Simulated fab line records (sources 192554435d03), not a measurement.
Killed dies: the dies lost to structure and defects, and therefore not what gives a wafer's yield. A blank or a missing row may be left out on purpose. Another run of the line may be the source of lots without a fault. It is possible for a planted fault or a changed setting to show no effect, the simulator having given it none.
fab line records	flow n5-finfet
record lots=9	wafers=27	last-day=21
route steps=1938 shown BEOL_M0_SAQP@668 BEOL_M4@1111
lots with no fault: from the same line, run without faults
start-h: hours from the record's first day to the start of the lot's first wafer shown	wait-h: time in hours since the lot's previous step	" identical to the entry in the row above	L1.1+2: a single row standing in for several wafers	- no value present, or no start provided	* or withheld: withheld	< > ~ a bound
route shown NAME@n: a module of which the file shows steps, and the number in the route of the first	usual: mean/standard deviation of fault-free wafers	same: alike in all rows	chamber/n: place in a boat	sites: the reading at each site	_std_site: standard deviation of those values	_edge_site: mean of outer sites minus mean of inner sites	radius-mm: how far each site lies from the wafer's centre	mask NAME#n: copy n	behind: tool/chamber where the wafer was last shaped	hold: reason for holding the lot/hours on hold/outcome of the hold	device: the n, p or np transistor that did not switch	end of line: the same wafers' tests at the end of the route	where a step has no rows: the recipe by itself	killed: dies lost to structure and defects at the first sort, not the wafer's yield	map: shows each die of a wafer: x if killed, . if not, _ if none is there
set.NAME: setting as actually run; set.NAME@STEP: the setting as run at that earlier step	model.NAME: the simulator's own value behind a step, which no gauge read
route steps across a sampled set of lots; one table per step, one row per wafer
services: the hour from which a tool's chamber was out of use, counted from the record's first day as start-h (under 0 if before that day), plus the number of hours and why
## steps
# step N5_BEOL_M0_SAQP_ETCH_102
# recipe chemistry=CF4	target=SiO2	target-depth-a=40	ion-energy-ev=350	time-s=4.4	pressure-mtorr=10	icp-w=800	bias-w=400	cf4-flow-sccm=80
# usual drypump-motor-current-A=5.7/0.48	oes-product-au=0.989/0.027	throttle-valve-pct=21.76/0.3
# same time-s=4.4
lot.wafer	tool	chamber	start-h	wait-h	drypump-motor-current-A	oes-product-au	rf-hours-counter-h	throttle-valve-pct
L488.2	rie-si-04	1	129.57	0.1	5.3	0.998	194	21.54
L488.3	"	3	"	"	5.3	0.983	148	21.47
L488.5	"	3	"	"	5.3	0.989	-	21.46
L490.4	rie-si-05	1	153.32	0.1	5.0	0.961	-	21.60
L490.5	"	2	"	"	5.7	1.000	-	21.97
L490.6	"	3	"	"	5.4	1.013	-	21.93
L494.2	rie-si-02	3	161.64	0.1	6.7	1.001	33	21.85
L494.3	"	0	"	"	6.0	0.995	182	22.11
L494.6	"	2	"	"	6.1	1.024	-	21.40
L495.1	rie-si-04	2	170.54	0.1	6.4	0.996	100	22.00
L495.4	"	0	"	"	5.9	0.931	3	21.53
L495.5	"	1	"	"	5.3	1.004	-	21.47
L496.2	rie-si-04	3	179.65	0.1	5.3	0.994	149	21.47
L496.3	"	1	"	"	5.3	0.992	0	21.47
L496.4	"	2	"	"	6.4	1.002	101	22.01
L501.3	rie-si-04	3	207.73	0.1	5.3	0.998	149	21.47
L501.4	"	1	"	"	5.3	0.994	1	21.45
L501.6	"	3	"	"	5.3	0.995	-	21.45
L502.3	rie-si-04	0	212.57	0.1	5.9	0.942	3	21.51
L502.4	"	1	"	"	5.3	0.990	1	21.48
L502.5	"	0	"	"	5.9	0.930	-	21.52
L507.1	rie-si-04	3	239.05	0.1	5.3	1.001	150	21.47
L507.2	"	2	"	"	6.3	0.998	102	22.00
L507.5	"	3	"	"	5.3	1.021	-	21.48
L508.4	rie-si-04	2	246.59	0.1	6.3	0.994	102	22.01
L508.5	"	2	"	"	6.3	0.991	-	21.99
L508.6	"	3	"	"	5.3	1.006	-	21.47
# step N5_BEOL_M0_SAQP_ETCH_107
# recipe chemistry=CH3F/O2	target=SiNx	target-depth-a=300	mask-material=SOC	pressure-mtorr=30	source-w=395	bias-w=73	Ar_flow_sccm=150	CH3F_flow_sccm=30	O2_flow_sccm=20	ion-energy-ev=120
# usual drypump-motor-current-A=5.6/0.4	oes-product-au=0.77/0.071	rf-vpp-V=301/7.7	showerhead-plenum-p-Torr=2.02/0.076	throttle-valve-pct=16.38/0.23
lot.wafer	tool	chamber	start-h	wait-h	drypump-motor-current-A	oes-product-au	rf-hours-counter-h	rf-vpp-V	showerhead-plenum-p-Torr	throttle-valve-pct
L488.2	rie-diel-06	0	130.19	0.0	5.8	0.80	109	305	2.01	16.50
L488.3	"	3	"	"	6.1	0.69	246	305	2.06	16.74
L488.5	"	2	"	"	5.5	0.73	-	293	2.00	16.37
L490.4	rie-diel-02	0	154.17	0.0	4.8	0.71	225	302	1.88	16.77
L490.5	"	3	"	"	5.7	0.84	-	320	1.93	16.47
L490.6	"	0	"	"	4.8	0.71	-	303	1.88	16.76
L494.2	rie-diel-06	0	162.41	0.0	5.8	0.78	118	305	2.01	16.51
L494.3	"	1	"	"	5.5	0.83	68	300	2.09	15.94
L494.6	"	1	"	"	5.5	0.83	-	303	2.09	15.94
L495.1	rie-diel-05	0	171.33	0.0	5.0	0.73	165	308	1.91	16.44
L495.4	"	1	"	"	5.6	0.72	194	290	2.08	16.58
L495.5	"	0	"	"	5.0	0.73	-	308	1.91	16.46
L496.2	rie-diel-05	0	180.53	0.0	5.0	0.73	170	307	1.91	16.45
L496.3	"	1	"	"	5.6	0.71	199	292	2.07	16.56
L496.4	"	2	"	"	6.2	0.78	-	293	2.11	16.28
L501.3	rie-diel-06	2	208.35	0.0	5.5	0.70	228	292	1.99	16.42
L501.4	"	1	"	"	5.5	0.81	90	303	2.08	15.99
L501.6	"	2	"	"	5.5	0.71	-	292	1.99	16.42
L502.3	rie-diel-06	2	213.35	0.0	5.6	0.71	231	293	1.99	16.43
L502.4	"	3	"	"	6.1	0.98	-	304	2.05	16.26
L502.5	"	1	"	"	5.6	0.81	-	302	2.08	15.99
L507.1	rie-diel-02	3	239.67	0.0	5.7	0.82	92	320	1.92	16.51
L507.2	"	0	"	"	4.9	0.70	250	304	1.87	16.82
L507.5	"	0	"	"	4.8	0.69	-	303	1.87	16.82
L508.4	rie-diel-06	0	247.22	0.0	5.8	0.76	146	305	2.00	16.56
L508.5	"	0	"	"	5.8	0.75	-	304	2.00	16.57
L508.6	"	1	"	"	5.5	0.80	-	302	2.08	16.01
# step N5_BEOL_M0_SAQP_ETCH_88
# recipe chemistry=N2/H2	target=underlayer	target-depth-a=65	time-s=5.2	ion-energy-ev=200	mask-material=CAR-EUV	pressure-mtorr=30	source-w=840	bias-w=150	n2-flow-sccm=200	h2-flow-sccm=200	ends=cleared
# usual drypump-motor-current-A=5.6/0.44	etch-rf-on-time-s=5.23/0.18	oes-product-au=0.66/0.068	rf-vpp-V=524.4/3	showerhead-plenum-p-Torr=2.56/0.099	throttle-valve-pct=17.91/0.29
lot.wafer	tool	chamber	start-h	wait-h	drypump-motor-current-A	etch-rf-on-time-s	oes-product-au	rf-hours-counter-h	rf-vpp-V	showerhead-plenum-p-Torr	throttle-valve-pct
L488.2	rie-diel-06	0	132.93	0.0	5.8	5.29	0.68	109	525.1	2.58	18.13
L488.3	"	2	"	"	5.5	5.22	0.63	198	524.6	2.51	17.75
L488.5	"	0	"	"	5.8	5.28	0.67	-	528.1	2.58	18.12
L490.4	rie-diel-02	3	156.18	0.0	5.7	5.38	0.71	68	521.2	2.50	18.45
L490.5	"	1	"	"	6.4	5.36	0.69	-	526.6	2.68	17.61
L490.6	"	0	"	"	4.8	5.06	0.60	-	518.9	2.39	18.32
L494.2	rie-diel-06	1	164.44	0.0	5.5	5.23	0.71	69	527.4	2.66	17.37
L494.3	"	0	"	"	5.8	5.31	0.67	119	522.8	2.57	18.12
L494.6	"	1	"	"	5.5	5.27	0.72	-	526.9	2.66	17.39
L495.1	rie-diel-05	2	174.53	0.0	6.1	5.11	0.67	119	527.8	2.69	18.01
L495.4	"	0	"	"	5.0	5.25	0.61	167	521.2	2.42	17.92
L495.5	"	2	"	"	6.1	5.10	0.68	-	527.2	2.69	18.04
L496.2	rie-diel-06	0	183.00	0.0	5.8	5.29	0.65	131	522.6	2.57	18.18
L496.3	"	3	"	"	6.1	4.91	0.89	0	526.0	2.60	17.69
L496.4	"	2	"	"	5.5	5.30	0.60	219	523.3	2.50	17.80
L501.3	rie-diel-05	2	210.12	0.0	6.1	5.08	0.67	134	528.8	2.69	18.04
L501.4	"	1	"	"	5.5	5.39	0.60	212	523.2	2.64	18.13
L501.6	"	0	"	"	5.0	5.32	0.61	-	521.4	2.42	17.92
L502.3	rie-diel-06	2	215.19	0.0	5.5	5.25	0.60	232	523.3	2.50	17.79
L502.4	"	1	"	"	5.6	5.15	0.69	-	530.3	2.65	17.42
L502.5	"	3	"	"	6.1	4.74	0.83	-	526.8	2.59	17.70
L507.1	rie-diel-02	3	241.12	0.0	5.7	5.39	0.68	92	524.6	2.49	18.50
L507.2	"	2	"	"	5.0	5.56	0.58	227	529.4	2.61	17.93
L507.5	"	3	"	"	5.7	5.38	0.68	-	521.5	2.49	18.49
L508.4	rie-diel-05	2	248.85	0.0	6.1	5.03	0.67	144	525.3	2.68	18.06
L508.5	"	3	"	"	5.7	5.10	0.64	-	520.3	2.43	17.83
L508.6	"	0	"	"	5.0	5.36	0.60	-	517.4	2.41	17.94
# step N5_BEOL_M0_SAQP_ETCH_73
# recipe chemistry=CF4	target=SiARC	target-depth-a=195	mask-material=CAR-EUV	time-s=32.5	ion-energy-ev=80	pressure-mtorr=40	source-w=545	bias-w=36	Ar_flow_sccm=100	cf4-flow-sccm=100	ends=cleared
# usual drypump-motor-current-A=5.6/0.44	etch-rf-on-time-s=32.9/1.1	oes-product-au=0.66/0.068	rf-vpp-V=184.1/1.3	showerhead-plenum-p-Torr=2.16/0.079	throttle-valve-pct=15.64/0.21
lot.wafer	tool	chamber	start-h	wait-h	drypump-motor-current-A	etch-rf-on-time-s	oes-product-au	rf-hours-counter-h	rf-vpp-V	showerhead-plenum-p-Torr	throttle-valve-pct
L488.2	rie-diel-06	0	132.95	0.0	5.8	33.0	0.67	109	184.3	2.15	15.72
L488.3	"	2	"	"	5.5	33.0	0.62	198	183.9	2.15	15.63
L488.5	"	0	"	"	5.8	33.5	0.67	-	184.6	2.15	15.75
L490.4	rie-diel-02	3	156.20	0.0	5.7	33.5	0.72	68	180.3	2.08	15.79
L490.5	"	1	"	"	6.4	34.2	0.68	-	186.1	2.26	15.48
L490.6	"	0	"	"	4.8	31.7	0.61	-	180.8	2.02	16.03
L494.2	rie-diel-06	1	164.46	0.0	5.6	33.0	0.71	69	185.3	2.24	15.25
L494.3	"	0	"	"	5.8	33.5	0.66	119	185.1	2.15	15.77
L494.6	"	1	"	"	5.5	33.1	0.71	-	185.8	2.24	15.25
L495.1	rie-diel-05	2	174.55	0.0	6.1	31.9	0.67	119	185.6	2.25	15.52
L495.4	"	0	"	"	5.0	33.6	0.62	167	183.4	2.06	15.74
L495.5	"	2	"	"	6.1	32.1	0.68	-	184.7	2.25	15.52
L496.2	rie-diel-06	0	183.02	0.0	5.8	34.0	0.65	131	183.8	2.14	15.78
L496.3	"	3	"	"	6.0	30.8	0.88	0	185.2	2.19	15.40
L496.4	"	2	"	"	5.6	33.5	0.61	219	183.9	2.14	15.68
L501.3	rie-diel-05	2	210.13	0.0	6.1	31.8	0.66	134	184.8	2.25	15.55
L501.4	"	1	"	"	5.6	33.1	0.60	212	185.1	2.21	15.85
L501.6	"	0	"	"	5.0	33.4	0.61	-	182.4	2.05	15.77
L502.3	rie-diel-06	2	215.21	0.0	5.6	24.4	0.72	232	184.4	2.13	15.70
L502.4	"	1	"	"	5.6	32.2	0.70	-	184.8	2.23	15.30
L502.5	"	3	"	"	6.0	22.4	1.01	-	184.3	2.18	15.43
L507.1	rie-diel-02	3	241.14	0.0	5.7	34.2	0.68	92	182.5	2.08	15.83
L507.2	"	2	"	"	5.0	34.3	0.59	227	184.4	2.20	15.70
L507.5	"	3	"	"	5.7	33.9	0.69	-	182.5	2.08	15.84
L508.4	rie-diel-05	2	248.86	0.0	6.1	31.8	0.66	144	185.3	2.25	15.58
L508.5	"	3	"	"	5.7	32.2	0.63	-	183.4	2.04	15.55
L508.6	"	0	"	"	5.0	33.8	0.60	-	183.0	2.05	15.77
# step N5_BEOL_M4_RC_MEAS_101
# usual DIBL_N=36.1/2.3	DIBL_P=36/3.2	IOFF_N=0.16/0.045	IOFF_P=0.21/0.049	ION_N=674/14	ION_P=462/8.4	SS_N=71.6/0.83	SS_P=73.2/0.87	VT_N=249/3.8	VT_P=-250/3.4
lot.wafer	tool	chamber	start-h	wait-h	DIBL_N[mV/V]	DIBL_P[mV/V]	IOFF_N[nA/um]	IOFF_P[nA/um]	ION_N[uA/um]	ION_P[uA/um]	SS_N[mV/dec]	SS_P[mV/dec]	VT_N[mV]	VT_P[mV]
L488.2	prober-01	0	260.07	0.2	39.1	42	0.22	0.29	686	468	72.3	74.4	246	-246
L488.3	"	0	"	"	38.2	40	0.20	0.26	679	465	72.0	73.7	248	-246
L488.5	"	0	"	"	36.7	39	0.19	0.26	695	481	71.3	73.7	244	-246
L490.4	prober-02	0	289.33	0.5	37.0	38	0.19	0.25	671	455	72.0	73.9	246	-247
L490.5	"	0	"	"	38.4	39	0.20	0.25	679	465	72.7	74.4	249	-249
L490.6	"	0	"	"	36.7	37	0.19	0.23	683	464	72.6	73.6	250	-249
L495.1	prober-01	0	303.85	0.0	33.8	34	0.16	0.22	667	462	71.5	73.0	248	-248
L495.4	"	0	"	"	34.2	34	0.14	0.21	662	460	71.5	72.4	250	-249
L495.5	"	0	"	"	34.2	34	0.15	0.21	684	474	71.1	73.1	248	-249
L494.2	prober-01	0	313.61	0.2	31.5	30	0.09	0.14	645	446	70.8	72.5	257	-254
L494.3	"	0	"	"	30.9	30	0.09	0.14	657	456	69.4	71.8	254	-252
L494.6	"	0	"	"	30.0	29	0.09	0.13	653	455	69.6	71.3	256	-255
L496.2	prober-02	0	317.56	0.2	35.8	34	0.12	0.21	652	457	71.0	73.4	254	-251
L496.3	"	0	"	"	35.1	34	0.13	0.20	662	464	71.3	71.6	251	-249
L496.4	"	0	"	"	37.7	37	0.16	0.25	675	465	71.9	73.4	251	-247
L501.3	prober-01	0	329.74	0.3	31.4	30	0.09	0.13	645	446	69.8	72.4	255	-258
L501.4	"	0	"	"	37.2	36	0.19	0.20	672	462	71.5	73.5	247	-249
L501.6	"	0	"	"	36.4	35	0.16	0.19	668	458	71.4	73.7	250	-254
L502.3	prober-01	0	355.20	0.3	34.4	36	0.14	0.16	672	458	71.9	72.9	251	-255
L502.4	"	0	"	"	35.0	37	0.14	0.19	678	466	72.0	73.1	254	-256
L502.5	"	0	"	"	35.4	37	0.15	0.19	676	465	72.3	73.5	251	-253
L507.1	prober-02	0	364.44	0.0	39.9	39	0.22	0.24	707	474	72.3	74.2	244	-250
L507.2	"	0	"	"	36.0	34	0.14	0.17	661	450	70.8	73.0	250	-252
L507.5	"	0	"	"	35.4	33	0.13	0.17	670	460	70.4	72.0	251	-248
L508.4	prober-01	0	394.25	0.5	37.5	39	0.20	0.25	683	463	72.7	73.3	246	-248
L508.5	"	0	"	"	40.1	42	0.24	0.29	679	461	72.7	74.2	246	-248
L508.6	"	0	"	"	37.4	38	0.19	0.24	681	466	72.0	73.7	247	-247
## services
tool	chamber	start-h	hours	kind
rie-diel-06	3	141.41	1.3	repair
rie-si-05	0	141.82	21.8	repair
rie-si-04	1	147.08	-	clean
rie-si-04	1	147.08	18.7	scheduled-down
rie-si-04	1	147.08	18.7	vent-cycle
rie-diel-06	3	156.83	2.9	repair
rie-diel-06	3	159.87	-	clean
rie-diel-06	3	159.87	-	consumable-replace:focus-ring
rie-diel-06	3	159.87	22.0	scheduled-down
rie-diel-06	3	159.87	22.0	vent-cycle
rie-diel-02	-	169.40	14.6	pm
rie-si-04	1	170.68	5.3	repair
rie-diel-05	3	183.44	8.8	repair
rie-diel-02	-	192.18	1.3	repair
rie-diel-02	2	210.62	5.7	repair
rie-diel-06	0	211.17	17.1	repair
rie-diel-05	3	216.50	6.9	repair
rie-si-05	-	217.46	0.3	repair
rie-diel-02	0	239.75	-	clean
rie-diel-02	0	239.75	-	consumable-replace:focus-ring
rie-diel-02	0	239.75	-	consumable-replace:showerhead
rie-diel-02	0	239.75	23.9	scheduled-down
rie-diel-02	0	239.75	23.9	vent-cycle
rie-diel-06	-	246.41	0.3	repair
## key
first-sign step=N5_BEOL_M0_SAQP_ETCH_73	reading=etch-rf-on-time-s	direction=down	sigmas=8.6	usual=*	struck=*
effect none on later readings
met-at N5_BEOL_M0_SAQP_ETCH_73
struck-lots L502
struck-wafers L502.3,L502.5
not-acting-at N5_BEOL_M0_SAQP_ETCH_102,N5_BEOL_M0_SAQP_ETCH_107,N5_BEOL_M0_SAQP_ETCH_88
onset-between 183.02 215.21
fault kind=process-parameter-drift	tool=rie-diel-06	chamber=-	onset-h=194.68	steps=N5_BEOL_M0_SAQP_ETCH_73	channel=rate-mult	offset=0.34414	shape=step	end-h=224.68	scope=struck-wafers-only
